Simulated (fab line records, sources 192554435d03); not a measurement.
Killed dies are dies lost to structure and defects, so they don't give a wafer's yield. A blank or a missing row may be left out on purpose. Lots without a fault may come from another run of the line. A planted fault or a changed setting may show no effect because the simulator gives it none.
Split-lot experiment | flow n5_finfet | 7 lots, 21 wafers read, on a route of 1938 steps

THE SPLIT
At N5_SD_EPI_P_EPI_21 (deposits SiGe:B, time 355 s), the setting epi_growth_time_s was moved away from the recipe's 355 s on 9 of the 21 wafers read, by -6.8% to +9.4%. The other wafers ran this setting at the recipe's value.

FROM THE SPLIT TO THE READING: what the file shows between them, 5 steps
- N5_SD_EPI_P_HM_STRIP_48: strips SiNx in H3PO4, material SiNx, target depth 3 nm
- N5_SD_EPI_P_SRD_49: time 30 s
- N5_SD_EPI_P_PRECLEAN_24: cleans in O3/DIW, time 45 s
- N5_SD_ACTIVATION_RTA_00: time 0 s
- N5_SD_ACTIVATION_LSA_01: time 0.0008 s

THE READING
RS_SD_P, in ohm/sq, at N5_SD_ACTIVATION_RS_MEAS_03 (measures by four-point-probe). Fault-free wafers of this fab line usually give 56.0 ohm/sq, standard deviation 1.2 ohm/sq.

wafer  | tool, chamber at the split | epi_growth_time_s as run, s | against the recipe | RS_SD_P, ohm/sq | against lot-mates on the recipe
L080.2 | epi_rpcvd-03, 0            | 338                         | -4.8%              | 56.0            | +0.8
L080.3 | epi_rpcvd-03, 0            | 355                         | recipe             | 55.2            | -
L080.5 | epi_rpcvd-03, 0            | 338                         | -4.8%              | 57.8            | +2.6
L081.1 | epi_rpcvd-03, 0            | 355                         | recipe             | 54.9            | -
L081.3 | epi_rpcvd-03, 0            | 355                         | recipe             | 55.6            | -
L081.4 | epi_rpcvd-03, 0            | 355                         | recipe             | 55.9            | -
L082.1 | epi_rpcvd-01, 0            | 355                         | recipe             | 55.7            | -
L082.3 | epi_rpcvd-01, 0            | 355                         | recipe             | 55.9            | -
L082.4 | epi_rpcvd-01, 0            | 355                         | recipe             | 55.7            | -
L083.1 | epi_rpcvd-04, 0            | 340                         | -4.2%              | 58.1            | +2.7
L083.4 | epi_rpcvd-04, 0            | 340                         | -4.2%              | 56.9            | +1.5
L083.6 | epi_rpcvd-04, 0            | 355                         | recipe             | 55.4            | -
L088.3 | epi_rpcvd-03, 0            | 331                         | -6.8%              | 58.0            | +4.7
L088.4 | epi_rpcvd-03, 0            | 331                         | -6.8%              | 57.9            | +4.6
L088.5 | epi_rpcvd-03, 0            | 355                         | recipe             | 53.3            | -
L093.2 | epi_rpcvd-04, 0            | 355                         | recipe             | 56.1            | -
L093.4 | epi_rpcvd-04, 0            | 388.3                       | +9.4%              | 53.2            | -3.0
L093.5 | epi_rpcvd-04, 0            | 355                         | recipe             | 56.4            | -
L094.1 | epi_rpcvd-01, 0            | 373.9                       | +5.3%              | 54.5            | -1.8
L094.2 | epi_rpcvd-01, 0            | 355                         | recipe             | 56.3            | -
L094.5 | epi_rpcvd-01, 0            | 373.9                       | +5.3%              | 54.4            | -1.9

THE FIT
A straight line over all 21 wafers: RS_SD_P changes by -0.295 ohm/sq for each +1% of epi_growth_time_s; r = -0.84; the points scatter about the line by 0.77 ohm/sq.
The same after taking each lot's own level away (the mean of its wafers on the recipe; 21 wafers): -0.449 ohm/sq for each +1%; r = -0.93; scatter 0.7 ohm/sq.
On that fit, the largest move of epi_growth_time_s shifts the reading by 4.2 ohm/sq.
The lots' own levels span 53.30 to 56.30 ohm/sq, that is 2.5 times the standard deviation above.
So the lot-to-lot level changes the slope: the two fits differ.
Check: with one of the wafers moved furthest among these (+9.4%) left out of the fit, the line predicts -4.5 ohm/sq for it against its lot-mates. It came out at -3.05 ohm/sq against them.

OTHER SPLITS ON THESE WAFERS
These wafers also went through other splits before the reading. Each is held against what the fit with the lots' levels taken away leaves over:
other split on the same wafers    | wafers away from the commonest value | r with RS_SD_P (lot level and that fit taken away)
N5_WELL_APT_COAT_02 spin_rpm      | 4                                    | -0.19
N5_FIN_CUT_EXPOSE_05 dose_mj      | 9                                    | -0.21
N5_FIN_CUT_ETCH_30 target_depth_a | 8                                    | -0.07
N5_DUMMY_GATE_COAT_28 spin_rpm    | 6                                    | -0.24

THE WHOLE CHAIN: every reading that the file lists as answering this split, in the file's order
step                        | what it does                                           | reading                                                                           | change (the file's fit)               | r (the file's)
N5_SD_EPI_P_EPI_21          | deposits SiGe:B, time 355 s                            | SiGe-B_of_SD_EPI_P_EPI_21.thk_nm (the simulator's own value, which no gauge read) | +0.442 nm for each +1% of the setting | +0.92
N5_SD_EPI_P_HM_STRIP_48     | strips SiNx in H3PO4, material SiNx, target depth 3 nm | SiGe-B_of_SD_EPI_P_EPI_21.thk_nm (the simulator's own value, which no gauge read) | +0.424 nm for each +1% of the setting | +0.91
N5_SD_ACTIVATION_RS_MEAS_03 | measures by four-point-probe                           | RS_SD_P                                                                           | -0.429 for each +1% of the setting    | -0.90

THE FILE'S OWN FIT
RS_SD_P changes by -0.429 ohm/sq for each +1% of epi_growth_time_s, r = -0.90.
